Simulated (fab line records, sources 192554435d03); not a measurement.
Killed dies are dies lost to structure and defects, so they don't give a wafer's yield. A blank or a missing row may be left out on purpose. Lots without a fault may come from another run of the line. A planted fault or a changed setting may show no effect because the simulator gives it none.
Chamber matching | flow n5_finfet | N5_BEOL_M2_ALD_84 on ald_metal-04: 4 sister chambers
The step deposits TaN, pulse time 2 s, purge time 3 s, co reactant purge time 2 s. 4 wafers are shown with their chamber, then 12 later ones without.

WAFERS WITH THEIR CHAMBER
wafer  | chamber | heater_power_w (W)
L090.2 | 3       | 419
L093.5 | 2       | 411
L091.4 | 0       | 348
L091.5 | 1       | 394

WAFERS WITHOUT THEIR CHAMBER
wafer  | heater_power_w (W)
L094.3 | 411
L094.4 | 406
L094.5 | 400
L095.2 | 405
L095.3 | 340
L095.5 | 347
L096.2 | 400
L096.4 | 414
L096.6 | 404
L097.2 | 423
L097.3 | 395
L097.5 | 352

WHICH CHAMBER EACH WENT THROUGH
wafer  | from the rows above          | in truth
L094.3 | can't be placed: 2 or 3      | 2
L094.4 | can't be placed: 2 or 1 or 3 | 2
L094.5 | can't be placed: 1 or 2      | 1
L095.2 | can't be placed: 2 or 1 or 3 | 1
L095.3 | 0                            | 0
L095.5 | 0                            | 0
L096.2 | can't be placed: 1 or 2      | 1
L096.4 | can't be placed: 2 or 3      | 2
L096.6 | can't be placed: 2 or 1 or 3 | 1
L097.2 | can't be placed: 3 or 2      | 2
L097.3 | 1                            | 1
L097.5 | 0                            | 0
Placed correctly: 4 of 12. Can't be placed from these rows: 8 (the true chamber is among the candidates in 8). Placed wrongly: 0.
How it was worked out, from the rows above alone: a wafer's distance from a chamber is the root of the sum, over the readings, of the square of ((its reading less the chamber's mean) divided by the reading's scatter). The wafer belongs to the nearest chamber; if the next one is less than 2 further off, it can't be placed. A chamber's mean is the mean of its shown wafers. The scatter: with one shown wafer a chamber, the root of the mean of the squares of how far each hidden wafer lies from its nearest shown one.
